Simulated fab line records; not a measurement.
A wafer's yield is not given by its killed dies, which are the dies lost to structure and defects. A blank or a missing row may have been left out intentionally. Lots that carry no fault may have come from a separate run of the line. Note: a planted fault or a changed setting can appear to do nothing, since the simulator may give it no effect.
Chamber matching	flow nand-harc	4 sister chambers for NHARC_A_BLC_ALD_23 on ald-metal-01
The step deposits TiN, target thk 3 nm, pulse time 1 s, ald cycles 150. 18 wafers are shown with their chamber, then 9 later ones without.

== WAFERS PAIRED WITH THEIR CHAMBERS ==
wafer	chamber	heater-power-w (W)	precursor-pulse-height-rel
L079.1	1	1110	0.999
L079.5	3	1082	1.028
L079.6	2	1037	0.998
L081.2	0	1039	1.013
L081.3	2	1027	1.016
L081.4	3	1050	0.975
L084.1	1	1115	0.995
L084.2	0	1022	1.010
L084.6	3	1094	1.044
L086.1	2	1079	1.015
L086.2	0	1055	0.978
L086.5	0	1028	1.023
L089.2	2	1057	0.995
L089.5	3	1073	1.003
L089.6	2	1083	0.966
L092.1	1	1124	1.000
L092.2	3	1100	1.001
L092.4	0	1056	1.035

SIGNATURES (averages over the wafers above)
reading	chamber 0	chamber 1	chamber 2	chamber 3	scatter within a chamber
heater-power-w	1040.00	1116.33	1056.60	1079.80	19
precursor-pulse-height-rel	1.01180	0.99800	0.99800	1.01020	0.0212
Rule: a wafer lies at a distance from a chamber equal to the root of the sum of squares, over the readings, of (its reading less the chamber's mean, divided by the reading's scatter). The wafer belongs to the nearest chamber; if the next one is less than 2 further off, it can't be placed. The scatter: take each reading less its chamber's mean, square it, sum over the shown wafers, divide by the number of wafers less the number of chambers, and take the root.

== WAFERS WITHOUT THEIR CHAMBER ==
wafer	heater-power-w (W)	precursor-pulse-height-rel
L095.2	993	0.997
L095.5	1072	1.000
L095.6	1094	0.989
L093.1	979	0.993
L093.4	1086	1.029
L093.6	1097	1.018
L097.1	1026	1.010
L097.2	1084	0.988
L097.5	1107	0.988

== EACH ONE'S CHAMBER ==
wafer	from the rows above	in truth
L095.2	can't be placed: 0 or 2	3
L095.5	can't be placed: 3 or 2 or 0 or 1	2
L095.6	can't be placed: 3 or 1 or 2 or 0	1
L093.1	can't be placed: 0 or 2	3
L093.4	can't be placed: 3 or 2 or 1 or 0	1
L093.6	can't be placed: 3 or 1 or 2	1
L097.1	can't be placed: 0 or 2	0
L097.2	can't be placed: 3 or 2 or 1 or 0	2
L097.5	can't be placed: 1 or 3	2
Placed correctly: 0 of 9. Unplaceable from these rows: 9, with the true chamber sitting among the candidates in 6. 0 placed wrongly.
